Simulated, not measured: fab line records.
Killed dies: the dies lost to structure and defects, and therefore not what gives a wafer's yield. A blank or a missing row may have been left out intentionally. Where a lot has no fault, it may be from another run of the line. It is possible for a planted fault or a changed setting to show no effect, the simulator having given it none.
A lot that was struck, set against a sound lot    flow nand harc    14 steps out of a route of 1159
Sound: these wafers, L770.1, L770.2, L770.5. Wafers struck: L780.1, L780.4, L780.6. The cause is named last.
Order at every step that has rows: each side's tool, ch and its chambers, its first start. Under that, the readings that differ: sound wafers    struck wafers    difference of the means    sigmas: that difference in standard deviations of wafers without a fault.
alike: readings with means less than 2 such deviations apart, plus words and numbers identical on both sides. not compared: withheld readings, readings lacking a value on some wafer, bounds such as >300 that could conceal the same value, and numbers that have no deviation in the record and whose values overlap.
A row with sigmas, a row that says differs or no value, or rows on one side alone: a step with any of these is where the two part. When numbers do not overlap yet have no deviation, they are printed without sigmas and do not part them. A reading missing from all wafers of one side parts the sides only when that side holds two or more wafers.

NHARC_A_BONDPAD_THK_MEAS_20: measures by xrf.
  struck on film metro-01, day 22 02:02; sound on film metro-02, day 18 17:54
  alike: thk nm
then, 1 step without rows for these wafers: NHARC_A_BONDPAD_SRD_21 (time 30 s, dry time 20 s).
NHARC_A_BONDPAD_INSPECT_23:
  struck on defect inspect-01, day 22 02:14; sound on defect inspect-02, day 18 18:08
  alike: raw defect count
NHARC_HYBRID_BOND_ACTIVATE_00: chemistry N2, time 60 s.
  sound on rie diel-03 ch 1,2,3, day 18 18:12; struck on rie diel-03 ch 1,2, day 22 02:18
  alike: drypump motor current A, mfc ar sccm, oes product au, rf vpp V, showerhead plenum p Torr
  not compared: rf hours counter h
then, 4 steps without rows for these wafers: NHARC_HYBRID_BOND_PRECLEAN_01 (cleans in DIW, time 300 s); NHARC_HYBRID_BOND_SRD_02 (time 30 s, dry time 20 s); NHARC_HYBRID_BOND_BOND_03; NHARC_HYBRID_BOND_ANNEAL_04 (time 7200 s).
NHARC_HYBRID_BOND_OVL_MEAS_05:
  struck on overlay-01, day 22 14:04; sound on overlay-02, day 19 01:04
  alike: overlay x nm, overlay y nm
NHARC_HYBRID_BOND_INSPECT_06: inspects for defects (ir void).
  struck on defect inspect-02, day 22 14:07; sound on defect inspect-01, day 19 01:08
  alike: raw defect count
NHARC_THIN_TSV_GRIND_00:
  sound on grinder-01 ch 0, day 19 04:50; struck on grinder-01 ch 0, day 22 16:14
  alike: motor current A
NHARC_THIN_TSV_CMP_01: polishes.
  sound on cmp-02 ch 0,2, day 19 06:04; struck on cmp-03 ch 0,1,2, day 22 17:29
  alike: motor current A
then, 1 step without rows for these wafers: NHARC_THIN_TSV_SRD_03.
NHARC_END_SORT_01:
  the record has rows for the struck wafers here (prober-02 ch 0, day 23 16:01) and none for the sound ones

WHERE THEY PART
NHARC_END_SORT_01 only, going by this record.

WHY: what the simulator had put in
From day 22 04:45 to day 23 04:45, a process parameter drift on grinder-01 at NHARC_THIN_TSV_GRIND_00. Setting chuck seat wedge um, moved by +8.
